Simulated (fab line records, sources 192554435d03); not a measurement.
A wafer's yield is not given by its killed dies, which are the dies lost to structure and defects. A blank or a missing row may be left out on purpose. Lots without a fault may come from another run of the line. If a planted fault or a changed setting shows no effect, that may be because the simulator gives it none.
fab line records + flow n5_finfet + part 1 of 2: steps 1 to 4 of 6
[record]
- lots = 22
- wafers = 66
- last_day = 17
route steps=1938 shown BEOL_M2@859 BEOL_M3@945
lots that met no fault: taken from a fault-free run of the same line
start_h: hours from the record's opening day to when the first of the lot's shown wafers began + wait_h: hours since the lot's step before + " repeats the value in the row above + L1.1+2: several wafers, shown together as one row + - no value, or no start given + * or withheld: withheld + < > ~ a bound
route shown NAME@n: a module of which the file shows steps, and the number in the route of the first + usual: mean/standard deviation of fault-free wafers + same: alike in all rows + chamber/n: place in a boat + sites: per-site readings + _std_site: their standard deviation + _edge_site: inner sites' mean taken away from outer sites' mean + radius_mm: for every site, how far away it sits from the centre of the wafer + mask NAME#n: copy n + behind: the most recent tool/chamber to have shaped the wafer + hold: what put the lot on hold/how long, in hours/how the hold closed + device: which transistor (n, p or np) failed to switch + end of line: the same wafers' tests at the end of the route + where a step has no rows: the recipe by itself + killed: not the wafer's yield, but the dies lost to structure and defects at the first sort + map: shows each die of a wafer: x if killed, . if not, _ if none is there
set.NAME: the setting the step ran with; set.NAME@STEP: the setting that earlier step ran with + model.NAME: the simulator's own value behind a step, which no gauge read
the route's steps for a sample of lots (tables are steps, rows are wafers)
services: when a tool's chamber went out of use (start_h, in hours from the record's first day, below 0 if earlier), for how many hours, and the reason
[[steps]]
[step N5_BEOL_M2_ETCH_63]
[recipe]
- chemistry = CF4
- target = SiARC
- target_depth_a = 156
- mask_material = CAR-EUV
- time_s = 26
- ion_energy_ev = 80
- pressure_mtorr = 40
- source_w = 545
- bias_w = 36
- Ar_flow_sccm = 100
- cf4_flow_sccm = 100
- ends = cleared
[usual]
- drypump_motor_current_A = 5.6/0.42
- etch_rf_on_time_s = 25.7/0.56
- oes_product_au = 0.67/0.077
- rf_vpp_V = 183.8/1.1
- showerhead_plenum_p_Torr = 2.12/0.061
- throttle_valve_pct = 15.59/0.14
| lot.wafer | tool        | chamber | start_h | wait_h | drypump_motor_current_A | etch_rf_on_time_s | oes_product_au | rf_hours_counter_h | rf_vpp_V | showerhead_plenum_p_Torr | throttle_valve_pct |
|-----------|-------------|---------|---------|--------|-------------------------|-------------------|----------------|--------------------|----------|--------------------------|--------------------|
| L074.1    | rie_diel-06 | 2       | 133.28  | 0.0    | 5.6                     | 26.3              | 0.58           | 240                | 183.1    | 2.03                     | 15.73              |
| L074.3    | "           | 1       | "       | "      | 5.4                     | 25.3              | 0.68           | 119                | 184.0    | 2.14                     | 15.32              |
| L074.6    | "           | 3       | "       | "      | 6.4                     | 25.5              | 0.64           | -                  | 182.5    | 2.05                     | 15.57              |
| L075.1    | rie_diel-05 | 1       | 142.52  | 0.0    | 5.2                     | 25.9              | 0.63           | 173                | 184.4    | 2.12                     | 15.62              |
| L075.3    | "           | 0       | "       | "      | 5.7                     | 25.6              | 0.62           | 181                | 182.5    | 2.13                     | 15.69              |
| L075.6    | "           | 3       | "       | "      | 5.2                     | 25.3              | 0.84           | -                  | 183.7    | 2.11                     | 15.55              |
| L076.1    | rie_diel-05 | 2       | 146.03  | 0.0    | 5.7                     | 25.8              | 0.65           | 178                | 184.9    | 2.22                     | 15.35              |
| L076.4    | "           | 3       | "       | "      | 5.2                     | 25.1              | 0.83           | 2                  | 185.0    | 2.10                     | 15.55              |
| L076.6    | "           | 3       | "       | "      | 5.2                     | 25.2              | 0.83           | -                  | 182.8    | 2.10                     | 15.55              |
| L077.2    | rie_diel-06 | 3       | 164.29  | 0.0    | 6.4                     | 25.9              | 0.62           | 192                | 181.9    | 2.04                     | 15.60              |
| L077.3    | "           | 0       | "       | "      | 5.1                     | 26.7              | 0.60           | 229                | 183.5    | 2.20                     | 15.82              |
| L077.5    | "           | 1       | "       | "      | 5.4                     | 25.4              | 0.67           | -                  | 183.9    | 2.14                     | 15.35              |
| L079.2    | rie_diel-06 | 3       | 167.83  | 0.0    | 6.4                     | 26.0              | 0.61           | 194                | 183.1    | 2.04                     | 15.60              |
| L079.4    | "           | 1       | "       | "      | 5.4                     | 25.7              | 0.67           | -                  | 183.7    | 2.14                     | 15.33              |
| L079.6    | "           | 3       | "       | "      | 6.4                     | 26.0              | 0.62           | -                  | 184.1    | 2.04                     | 15.62              |
| L078.1    | rie_diel-06 | 3       | 168.79  | 0.0    | 6.4                     | 26.0              | 0.62           | 194                | 180.6    | 2.04                     | 15.61              |
| L078.2    | "           | 0       | "       | "      | 5.0                     | 26.9              | 0.59           | 231                | 184.4    | 2.20                     | 15.82              |
| L078.5    | "           | 1       | "       | "      | 5.4                     | 25.5              | 0.67           | -                  | 183.4    | 2.14                     | 15.33              |
| L080.1    | rie_diel-03 | 0       | 169.08  | 0.0    | 6.1                     | 25.5              | 0.69           | 99                 | 183.2    | 2.08                     | 15.59              |
| L080.4    | "           | 3       | "       | "      | 5.6                     | 26.2              | 0.75           | 38                 | 183.8    | 2.10                     | 15.47              |
| L080.5    | "           | 2       | "       | "      | 6.2                     | 25.1              | 0.65           | -                  | 181.7    | 2.05                     | 15.61              |
| L082.1    | rie_diel-03 | 3       | 176.78  | 0.0    | 5.6                     | 25.8              | 0.76           | 41                 | 184.2    | 2.09                     | 15.47              |
| L082.2    | "           | 2       | "       | "      | 6.1                     | 24.9              | 0.64           | 169                | 183.7    | 2.04                     | 15.61              |
| L082.5    | "           | 1       | "       | "      | 5.3                     | 25.0              | 0.84           | -                  | 184.0    | 2.19                     | 15.54              |
| L083.2    | rie_diel-05 | 1       | 184.35  | 0.0    | 5.2                     | 26.2              | 0.62           | 190                | 184.2    | 2.12                     | 15.65              |
| L083.3    | "           | 0       | "       | "      | 5.7                     | 25.4              | 0.62           | 194                | 186.0    | 2.12                     | 15.72              |
| L083.4    | "           | 3       | "       | "      | 5.2                     | 25.0              | 0.79           | -                  | 184.6    | 2.10                     | 15.58              |
| L084.1    | rie_diel-03 | 2       | 187.66  | 0.0    | 6.2                     | 25.1              | 0.64           | 174                | 185.1    | 2.04                     | 15.62              |
| L084.2    | "           | 3       | "       | "      | 5.6                     | 25.8              | 0.75           | 46                 | 183.2    | 2.09                     | 15.47              |
| L084.3    | "           | 0       | "       | "      | 6.1                     | 25.3              | 0.69           | 107                | 182.7    | 2.08                     | 15.65              |
| L085.1    | rie_diel-05 | 3       | 198.81  | 0.0    | 5.2                     | 24.7              | 0.78           | 23                 | 184.4    | 2.10                     | 15.59              |
| L085.2    | "           | 2       | "       | "      | 5.6                     | 25.6              | 0.63           | 192                | 184.3    | 2.22                     | 15.38              |
| L085.3    | "           | 0       | "       | "      | 5.7                     | 25.2              | 0.62           | 199                | 182.9    | 2.12                     | 15.72              |
| L087.1    | rie_diel-05 | 2       | 215.99  | 0.0    | 5.7                     | 25.5              | 0.64           | 198                | 184.2    | 2.22                     | 15.37              |
| L087.5    | "           | 1       | "       | "      | 5.2                     | 25.8              | 0.61           | -                  | 185.1    | 2.12                     | 15.69              |
| L087.6    | "           | 0       | "       | "      | 5.7                     | 25.2              | 0.61           | -                  | 183.4    | 2.12                     | 15.72              |
| L088.2    | rie_diel-03 | 0       | 221.63  | 0.0    | 6.1                     | 25.4              | 0.68           | 119                | 183.9    | 2.07                     | 15.66              |
| L088.3    | "           | 2       | "       | "      | 6.2                     | 25.4              | 0.63           | 187                | 182.6    | 2.04                     | 15.65              |
| L088.5    | "           | 2       | "       | "      | 6.2                     | 25.0              | 0.63           | -                  | 182.4    | 2.04                     | 15.63              |
| L089.2    | rie_diel-03 | 2       | 227.50  | 0.0    | 6.2                     | 25.1              | 0.62           | 189                | 183.1    | 2.04                     | 15.64              |
| L089.5    | "           | 1       | "       | "      | 5.3                     | 25.4              | 0.80           | -                  | 185.1    | 2.18                     | 15.56              |
| L089.6    | "           | 3       | "       | "      | 5.6                     | 26.1              | 0.73           | -                  | 182.5    | 2.09                     | 15.51              |
| L090.1    | rie_diel-05 | 0       | 227.83  | 0.0    | 5.7                     | 25.6              | 0.62           | 208                | 182.3    | 2.12                     | 15.75              |
| L090.3    | "           | 3       | "       | "      | 5.2                     | 25.2              | 0.76           | 32                 | 183.7    | 2.09                     | 15.61              |
| L090.4    | "           | 2       | "       | "      | 5.7                     | 25.8              | 0.62           | 201                | 186.3    | 2.21                     | 15.38              |
| L091.1    | rie_diel-05 | 2       | 228.96  | 0.0    | 5.6                     | 25.3              | 0.63           | 202                | 184.0    | 2.21                     | 15.38              |
| L091.2    | "           | 1       | "       | "      | 5.2                     | 26.0              | 0.61           | 204                | 183.7    | 2.11                     | 15.68              |
| L091.6    | "           | 1       | "       | "      | 5.2                     | 25.9              | 0.61           | -                  | 183.5    | 2.12                     | 15.68              |
| L092.1    | rie_diel-03 | 1       | 239.69  | 0.0    | 5.3                     | 25.5              | 0.79           | 31                 | 185.6    | 2.18                     | 15.57              |
| L092.2    | "           | 0       | "       | "      | 6.1                     | 25.4              | 0.68           | 124                | 184.1    | 2.07                     | 15.67              |
| L092.4    | "           | 2       | "       | "      | 6.2                     | 25.0              | 0.63           | 194                | 183.5    | 2.04                     | 15.65              |
| L093.2    | rie_diel-06 | 2       | 247.20  | 0.0    | 5.7                     | 26.5              | 0.76           | 25                 | 186.1    | 2.27                     | 15.33              |
| L093.5    | "           | 3       | "       | "      | 6.4                     | 26.1              | 0.59           | -                  | 181.6    | 2.03                     | 15.65              |
| L093.6    | "           | 2       | "       | "      | 5.7                     | 26.5              | 0.76           | -                  | 184.8    | 2.27                     | 15.34              |
| L094.3    | rie_diel-05 | 2       | 251.89  | 0.0    | 5.7                     | 25.8              | 0.63           | 212                | 185.0    | 2.21                     | 15.42              |
| L094.4    | "           | 1       | "       | "      | 5.2                     | 26.2              | 0.60           | -                  | 182.6    | 2.11                     | 15.69              |
| L094.5    | "           | 0       | "       | "      | 5.7                     | 25.3              | 0.61           | -                  | 183.4    | 2.12                     | 15.75              |
| L095.1    | rie_diel-05 | 1       | 255.95  | 0.0    | 5.2                     | 26.1              | 0.60           | 215                | 182.5    | 2.11                     | 15.70              |
| L095.2    | "           | 2       | "       | "      | 5.7                     | 25.6              | 0.62           | 213                | 184.2    | 2.21                     | 15.40              |
| L095.6    | "           | 1       | "       | "      | 5.2                     | 26.0              | 0.60           | -                  | 184.6    | 2.11                     | 15.71              |
| L096.1    | rie_diel-06 | 3       | 260.94  | 0.0    | 6.4                     | 26.3              | 0.59           | 228                | 183.5    | 2.03                     | 15.66              |
| L096.2    | "           | 0       | "       | "      | 5.0                     | 26.4              | 0.81           | 6                  | 184.5    | 2.19                     | 15.38              |
| L096.5    | "           | 2       | "       | "      | 5.6                     | 26.7              | 0.75           | -                  | 185.3    | 2.27                     | 15.35              |
| L097.1    | rie_diel-05 | 0       | 268.22  | 0.0    | 5.7                     | 25.8              | 0.60           | 223                | 184.5    | 2.11                     | 15.77              |
| L097.2    | "           | 3       | "       | "      | 5.2                     | 25.3              | 0.74           | 45                 | 183.9    | 2.09                     | 15.64              |
| L097.5    | "           | 3       | "       | "      | 5.2                     | 25.4              | 0.74           | -                  | 184.2    | 2.09                     | 15.65              |
[step N5_BEOL_M2_CD_MEAS_28]
[recipe]
- target_cd_nm = 26.2
- landing_energy_ev = 500
- detector = se_inlens
- target_cd_y_nm = 24.1
- polarity = opening
[usual]
- cd_nm = 26.23/0.22
[same]
- landing_energy_ev = 500
| lot.wafer | tool      | chamber | start_h | wait_h | cd_nm |
|-----------|-----------|---------|---------|--------|-------|
| L074.1    | cd_sem-02 | 0       | 134.31  | -      | 26.25 |
| L074.3    | "         | 0       | "       | "      | 26.39 |
| L074.6    | "         | 0       | "       | "      | 25.84 |
| L075.1    | cd_sem-03 | 0       | 143.99  | -      | 26.19 |
| L075.3    | "         | 0       | "       | "      | 26.09 |
| L075.6    | "         | 0       | "       | "      | 26.17 |
| L076.1    | cd_sem-03 | 0       | 146.95  | -      | 26.21 |
| L076.4    | "         | 0       | "       | "      | 26.19 |
| L076.6    | "         | 0       | "       | "      | 25.96 |
| L077.2    | cd_sem-03 | 0       | 165.00  | -      | 26.22 |
| L077.3    | "         | 0       | "       | "      | 26.54 |
| L077.5    | "         | 0       | "       | "      | 26.18 |
| L079.2    | cd_sem-01 | 0       | 168.57  | -      | 26.00 |
| L079.4    | "         | 0       | "       | "      | 26.00 |
| L079.6    | "         | 0       | "       | "      | 26.42 |
| L078.1    | cd_sem-01 | 0       | 169.69  | -      | 26.14 |
| L078.2    | "         | 0       | "       | "      | 26.53 |
| L078.5    | "         | 0       | "       | "      | 26.02 |
| L080.1    | cd_sem-01 | 0       | 169.95  | -      | 26.49 |
| L080.4    | "         | 0       | "       | "      | 26.16 |
| L080.5    | "         | 0       | "       | "      | 26.23 |
| L082.1    | cd_sem-01 | 0       | 177.50  | -      | 26.20 |
| L082.2    | "         | 0       | "       | "      | 26.22 |
| L082.5    | "         | 0       | "       | "      | 26.44 |
| L083.2    | cd_sem-03 | 0       | 185.08  | -      | 26.04 |
| L083.3    | "         | 0       | "       | "      | 26.43 |
| L083.4    | "         | 0       | "       | "      | 26.51 |
| L084.1    | cd_sem-03 | 0       | 188.49  | -      | 26.00 |
| L084.2    | "         | 0       | "       | "      | 25.97 |
| L084.3    | "         | 0       | "       | "      | 26.13 |
| L085.1    | cd_sem-01 | 0       | 199.55  | -      | 26.06 |
| L085.2    | "         | 0       | "       | "      | 25.87 |
| L085.3    | "         | 0       | "       | "      | 25.95 |
| L087.1    | cd_sem-02 | 0       | 216.83  | -      | 25.69 |
| L087.5    | "         | 0       | "       | "      | 26.39 |
| L087.6    | "         | 0       | "       | "      | 26.02 |
| L088.2    | cd_sem-02 | 0       | 222.37  | -      | 26.45 |
| L088.3    | "         | 0       | "       | "      | 26.49 |
| L088.5    | "         | 0       | "       | "      | 26.57 |
| L089.2    | cd_sem-01 | 0       | 228.33  | -      | 26.64 |
| L089.5    | "         | 0       | "       | "      | 26.25 |
| L089.6    | "         | 0       | "       | "      | 26.09 |
| L090.1    | cd_sem-02 | 0       | 228.62  | -      | 26.03 |
| L090.3    | "         | 0       | "       | "      | 26.14 |
| L090.4    | "         | 0       | "       | "      | 26.33 |
| L091.1    | cd_sem-02 | 0       | 229.82  | -      | 26.42 |
| L091.2    | "         | 0       | "       | "      | 26.02 |
| L091.6    | "         | 0       | "       | "      | 26.36 |
| L092.1    | cd_sem-01 | 0       | 240.40  | -      | 26.00 |
| L092.2    | "         | 0       | "       | "      | 26.22 |
| L092.4    | "         | 0       | "       | "      | 26.26 |
| L093.2    | cd_sem-02 | 0       | 248.08  | -      | 26.19 |
| L093.5    | "         | 0       | "       | "      | 26.80 |
| L093.6    | "         | 0       | "       | "      | 26.58 |
| L094.3    | cd_sem-01 | 0       | 252.60  | -      | 26.46 |
| L094.4    | "         | 0       | "       | "      | 26.11 |
| L094.5    | "         | 0       | "       | "      | 26.33 |
| L095.1    | cd_sem-03 | 0       | 256.77  | -      | 26.26 |
| L095.2    | "         | 0       | "       | "      | 26.66 |
| L095.6    | "         | 0       | "       | "      | 25.92 |
| L096.1    | cd_sem-03 | 0       | 261.79  | -      | 26.16 |
| L096.2    | "         | 0       | "       | "      | 26.24 |
| L096.5    | "         | 0       | "       | "      | 25.85 |
| L097.1    | cd_sem-03 | 0       | 269.04  | -      | 26.16 |
| L097.2    | "         | 0       | "       | "      | 26.00 |
| L097.5    | "         | 0       | "       | "      | 25.79 |
[step N5_BEOL_M2_STRIP_97]
[recipe]
- chemistry = N2/H2
- time_s = 10
- power_w = 450
- temp_c = 40
- pressure_mtorr = 20
- rf_frequency_hz = 6e+07
- bias_power_w = 7
- n2_flow_sccm = 200
- h2_flow_sccm = 200
[usual]
- drypump_motor_current_A = 5.6/0.44
- oes_product_au = 0.80/0.093
- rf_vpp_V = 59.2/0.9
- showerhead_plenum_p_Torr = 2.51/0.087
- throttle_valve_pct = 23.52/0.26
| lot.wafer | tool        | chamber | start_h | wait_h | drypump_motor_current_A | oes_product_au | rf_hours_counter_h | rf_vpp_V | showerhead_plenum_p_Torr | throttle_valve_pct |
|-----------|-------------|---------|---------|--------|-------------------------|----------------|--------------------|----------|--------------------------|--------------------|
| L074.1    | rie_diel-06 | 3       | -       | -      | 6.4                     | 0.73           | 179                | 56.5     | 2.41                     | 23.33              |
| L074.3    | "           | 2       | "       | "      | 5.6                     | 0.67           | 241                | 58.9     | 2.40                     | 23.44              |
| L074.6    | "           | 1       | "       | "      | 5.4                     | 0.77           | -                  | 57.7     | 2.54                     | 23.01              |
| L076.1    | rie_diel-03 | 2       | -       | -      | 6.2                     | 0.75           | 158                | 58.1     | 2.44                     | 23.82              |
| L076.4    | "           | 3       | "       | "      | 5.6                     | 0.92           | -                  | 58.9     | 2.48                     | 23.52              |
| L076.6    | "           | 2       | "       | "      | 6.2                     | 0.75           | -                  | 58.3     | 2.44                     | 23.84              |
| L075.1    | rie_diel-06 | 3       | -       | -      | 6.5                     | 0.73           | 185                | 60.6     | 2.41                     | 23.36              |
| L075.3    | "           | 0       | "       | "      | 5.0                     | 0.72           | 222                | 58.6     | 2.61                     | 23.81              |
| L075.6    | "           | 3       | "       | "      | 6.5                     | 0.72           | -                  | 60.1     | 2.41                     | 23.35              |
| L077.2    | rie_diel-05 | 0       | -       | -      | 5.7                     | 0.71           | 189                | 58.5     | 2.52                     | 23.56              |
| L077.3    | "           | 1       | "       | "      | 5.2                     | 0.73           | 182                | 60.0     | 2.52                     | 23.70              |
| L077.5    | "           | 2       | "       | "      | 5.6                     | 0.75           | -                  | 58.9     | 2.62                     | 23.19              |
| L079.2    | rie_diel-03 | 1       | -       | -      | 5.3                     | 0.98           | 7                  | 60.1     | 2.60                     | 23.81              |
| L079.4    | "           | 3       | "       | "      | 5.6                     | 0.90           | 40                 | 59.0     | 2.48                     | 23.54              |
| L079.6    | "           | 2       | "       | "      | 6.2                     | 0.72           | -                  | 58.3     | 2.44                     | 23.85              |
| L078.1    | rie_diel-05 | 1       | -       | -      | 5.2                     | 0.73           | 186                | 59.9     | 2.52                     | 23.70              |
| L078.2    | "           | 3       | "       | "      | 5.2                     | 0.93           | 13                 | 58.7     | 2.49                     | 23.79              |
| L078.5    | "           | 1       | "       | "      | 5.2                     | 0.73           | -                  | 59.6     | 2.52                     | 23.71              |
| L080.1    | rie_diel-06 | 0       | -       | -      | 5.0                     | 0.71           | 237                | 60.5     | 2.60                     | 23.82              |
| L080.4    | "           | 3       | "       | "      | 6.4                     | 0.70           | -                  | 59.1     | 2.41                     | 23.35              |
| L080.5    | "           | 0       | "       | "      | 5.0                     | 0.69           | -                  | 59.6     | 2.60                     | 23.84              |
| L082.1    | rie_diel-06 | 1       | -       | -      | 5.4                     | 0.77           | 140                | 58.7     | 2.53                     | 23.07              |
| L082.2    | "           | 0       | "       | "      | 5.0                     | 0.69           | 237                | 59.2     | 2.60                     | 23.83              |
| L082.5    | "           | 0       | "       | "      | 5.1                     | 0.70           | -                  | 59.7     | 2.60                     | 23.83              |
| L083.2    | rie_diel-03 | 3       | -       | -      | 5.6                     | 0.89           | 45                 | 57.7     | 2.48                     | 23.54              |
| L083.3    | "           | 0       | "       | "      | 6.1                     | 0.80           | 106                | 59.2     | 2.44                     | 23.41              |
| L083.4    | "           | 2       | "       | "      | 6.2                     | 0.72           | 174                | 59.9     | 2.44                     | 23.85              |
| L084.1    | rie_diel-05 | 3       | -       | -      | 5.2                     | 0.90           | 19                 | 59.2     | 2.48                     | 23.81              |
| L084.2    | "           | 0       | "       | "      | 5.7                     | 0.71           | 196                | 60.5     | 2.51                     | 23.57              |
| L084.3    | "           | 2       | "       | "      | 5.7                     | 0.75           | 189                | 59.4     | 2.62                     | 23.19              |
| L085.1    | rie_diel-06 | 1       | -       | -      | 5.4                     | 0.76           | 147                | 59.8     | 2.53                     | 23.07              |
| L085.2    | "           | 0       | "       | "      | 5.1                     | 0.69           | 245                | 60.9     | 2.60                     | 23.85              |
| L085.3    | "           | 3       | "       | "      | 6.5                     | 0.70           | 208                | 59.2     | 2.40                     | 23.38              |
| L087.1    | rie_diel-06 | 1       | -       | -      | 5.4                     | 0.75           | 152                | 59.2     | 2.53                     | 23.07              |
| L087.5    | "           | 3       | "       | "      | 6.4                     | 0.69           | -                  | 59.3     | 2.40                     | 23.38              |
| L087.6    | "           | 2       | "       | "      | 5.6                     | 0.93           | -                  | 59.0     | 2.71                     | 23.26              |
| L088.2    | rie_diel-05 | 2       | -       | -      | 5.7                     | 0.74           | 201                | 60.6     | 2.62                     | 23.19              |
| L088.3    | "           | 0       | "       | "      | 5.7                     | 0.70           | 207                | 58.3     | 2.51                     | 23.58              |
| L088.5    | "           | 2       | "       | "      | 5.6                     | 0.74           | -                  | 58.0     | 2.62                     | 23.18              |
| L089.2    | rie_diel-06 | 3       | -       | -      | 6.4                     | 0.70           | 219                | 59.2     | 2.40                     | 23.39              |
| L089.5    | "           | 3       | "       | "      | 6.4                     | 0.70           | -                  | 59.2     | 2.40                     | 23.39              |
| L089.6    | "           | 2       | "       | "      | 5.7                     | 0.93           | -                  | 60.8     | 2.71                     | 23.27              |
| L090.1    | rie_diel-03 | 1       | -       | -      | 5.3                     | 0.91           | 29                 | 58.9     | 2.59                     | 23.84              |
| L090.3    | "           | 3       | "       | "      | 5.6                     | 0.86           | 62                 | 57.7     | 2.47                     | 23.57              |
| L090.4    | "           | 2       | "       | "      | 6.2                     | 0.72           | 192                | 57.1     | 2.43                     | 23.87              |
| L091.1    | rie_diel-05 | 2       | -       | -      | 5.7                     | 0.74           | 205                | 58.5     | 2.61                     | 23.19              |
| L091.2    | "           | 1       | "       | "      | 5.2                     | 0.71           | 207                | 59.0     | 2.51                     | 23.73              |
| L091.6    | "           | 0       | "       | "      | 5.7                     | 0.70           | -                  | 59.6     | 2.51                     | 23.59              |
| L092.1    | rie_diel-03 | 0       | -       | -      | 6.1                     | 0.78           | 125                | 59.6     | 2.43                     | 23.47              |
| L092.2    | "           | 2       | "       | "      | 6.2                     | 0.71           | 196                | 59.4     | 2.43                     | 23.88              |
| L092.4    | "           | 3       | "       | "      | 5.6                     | 0.86           | 67                 | 59.5     | 2.47                     | 23.58              |
| L093.2    | rie_diel-06 | 0       | -       | -      | 5.1                     | 0.98           | 2                  | 59.2     | 2.60                     | 23.57              |
| L093.5    | "           | 0       | "       | "      | 5.0                     | 0.98           | -                  | 58.0     | 2.60                     | 23.57              |
| L093.6    | "           | 2       | "       | "      | 5.6                     | 0.89           | -                  | 59.3     | 2.71                     | 23.27              |
| L094.3    | rie_diel-06 | 0       | -       | -      | 5.0                     | 0.96           | 6                  | 58.7     | 2.60                     | 23.56              |
| L094.4    | "           | 2       | "       | "      | 5.6                     | 0.89           | 30                 | 60.3     | 2.71                     | 23.29              |
| L094.5    | "           | 3       | "       | "      | 6.4                     | 0.69           | -                  | 58.2     | 2.39                     | 23.41              |
| L095.1    | rie_diel-03 | 0       | -       | -      | 6.1                     | 0.78           | 130                | 59.7     | 2.43                     | 23.46              |
| L095.2    | "           | 2       | "       | "      | 6.2                     | 0.71           | 201                | 57.7     | 2.43                     | 23.89              |
| L095.6    | "           | 0       | "       | "      | 6.1                     | 0.78           | -                  | 58.5     | 2.43                     | 23.44              |
| L096.1    | rie_diel-06 | 2       | -       | -      | 5.7                     | 0.88           | 31                 | 61.3     | 2.70                     | 23.29              |
| L096.2    | "           | 1       | "       | "      | 5.4                     | 0.73           | 170                | 58.3     | 2.52                     | 23.10              |
| L096.5    | "           | 0       | "       | "      | 5.1                     | 0.95           | -                  | 59.3     | 2.60                     | 23.56              |
| L097.1    | rie_diel-03 | 2       | -       | -      | 6.2                     | 0.70           | 206                | 59.6     | 2.42                     | 23.90              |
| L097.2    | "           | 3       | "       | "      | 5.6                     | 0.84           | 78                 | 58.7     | 2.46                     | 23.58              |
| L097.5    | "           | 3       | "       | "      | 5.6                     | 0.84           | -                  | 57.2     | 2.46                     | 23.59              |
[step N5_BEOL_M3_OVL_MEAS_12]
[recipe]
- points_per_wafer = 522
[usual]
- M3_OVL = 0.1/0.63
| lot.wafer | tool       | chamber | start_h | wait_h | M3_OVL[nm] |
|-----------|------------|---------|---------|--------|------------|
| L074.1    | overlay-02 | 0       | 142.08  | 0.0    | 0.4        |
| L074.3    | "          | 0       | "       | "      | 0.0        |
| L074.6    | "          | 0       | "       | "      | -1.0       |
| L076.1    | overlay-02 | 0       | 153.58  | 0.0    | 1.2        |
| L076.4    | "          | 0       | "       | "      | 0.7        |
| L076.6    | "          | 0       | "       | "      | 0.4        |
| L075.1    | overlay-01 | 0       | 155.29  | 0.0    | -1.1       |
| L075.3    | "          | 0       | "       | "      | -0.1       |
| L075.6    | "          | 0       | "       | "      | -0.5       |
| L077.2    | overlay-02 | 0       | 175.87  | 0.0    | 1.4        |
| L077.3    | "          | 0       | "       | "      | 0.3        |
| L077.5    | "          | 0       | "       | "      | 1.2        |
| L079.2    | overlay-01 | 0       | 179.88  | 0.0    | 0.9        |
| L079.4    | "          | 0       | "       | "      | 1.2        |
| L079.6    | "          | 0       | "       | "      | 1.2        |
| L078.1    | overlay-01 | 0       | 182.64  | 0.0    | -0.4       |
| L078.2    | "          | 0       | "       | "      | 0.4        |
| L078.5    | "          | 0       | "       | "      | 1.2        |
| L080.1    | overlay-01 | 0       | 186.33  | 0.0    | 0.6        |
| L080.4    | "          | 0       | "       | "      | 0.6        |
| L080.5    | "          | 0       | "       | "      | 1.0        |
| L082.1    | overlay-02 | 0       | 188.55  | 0.0    | 0.2        |
| L082.2    | "          | 0       | "       | "      | -0.6       |
| L082.5    | "          | 0       | "       | "      | 0.3        |
| L083.2    | overlay-01 | 0       | 192.36  | 0.0    | 0.0        |
| L083.3    | "          | 0       | "       | "      | -0.1       |
| L083.4    | "          | 0       | "       | "      | 0.5        |
| L084.1    | overlay-01 | 0       | 195.62  | 0.0    | -0.9       |
| L084.2    | "          | 0       | "       | "      | -1.0       |
| L084.3    | "          | 0       | "       | "      | -1.1       |
| L085.1    | overlay-02 | 0       | 209.66  | 0.0    | -1.0       |
| L085.2    | "          | 0       | "       | "      | 0.0        |
| L085.3    | "          | 0       | "       | "      | 0.1        |
| L087.1    | overlay-01 | 0       | 227.12  | 0.0    | 0.4        |
| L087.5    | "          | 0       | "       | "      | -0.1       |
| L087.6    | "          | 0       | "       | "      | 0.3        |
| L088.2    | overlay-02 | 0       | 229.55  | 0.0    | 0.1        |
| L088.3    | "          | 0       | "       | "      | -0.1       |
| L088.5    | "          | 0       | "       | "      | -0.4       |
| L089.2    | overlay-02 | 0       | 238.62  | 0.0    | 0.3        |
| L089.5    | "          | 0       | "       | "      | 0.4        |
| L089.6    | "          | 0       | "       | "      | 0.2        |
| L090.1    | overlay-02 | 0       | 239.18  | 0.0    | -1.1       |
| L090.3    | "          | 0       | "       | "      | 1.1        |
| L090.4    | "          | 0       | "       | "      | -0.1       |
| L091.1    | overlay-01 | 0       | 239.87  | 0.0    | -0.3       |
| L091.2    | "          | 0       | "       | "      | 0.8        |
| L091.6    | "          | 0       | "       | "      | -0.1       |
| L092.1    | overlay-02 | 0       | 252.12  | 0.0    | -0.4       |
| L092.2    | "          | 0       | "       | "      | 0.1        |
| L092.4    | "          | 0       | "       | "      | -1.0       |
| L093.2    | overlay-01 | 0       | 258.39  | 0.0    | 0.6        |
| L093.5    | "          | 0       | "       | "      | -0.6       |
| L093.6    | "          | 0       | "       | "      | -0.9       |
| L094.3    | overlay-02 | 0       | 266.68  | 0.0    | -0.1       |
| L094.4    | "          | 0       | "       | "      | 0.0        |
| L094.5    | "          | 0       | "       | "      | 0.4        |
| L095.1    | overlay-01 | 0       | 268.54  | 0.0    | -0.3       |
| L095.2    | "          | 0       | "       | "      | 0.3        |
| L095.6    | "          | 0       | "       | "      | 0.0        |
| L096.1    | overlay-02 | 0       | 273.24  | 0.0    | -0.6       |
| L096.2    | "          | 0       | "       | "      | -0.2       |
| L096.5    | "          | 0       | "       | "      | 0.7        |
| L097.1    | overlay-02 | 0       | 283.31  | 0.0    | -0.7       |
| L097.2    | "          | 0       | "       | "      | 0.4        |
| L097.5    | "          | 0       | "       | "      | 0.5        |
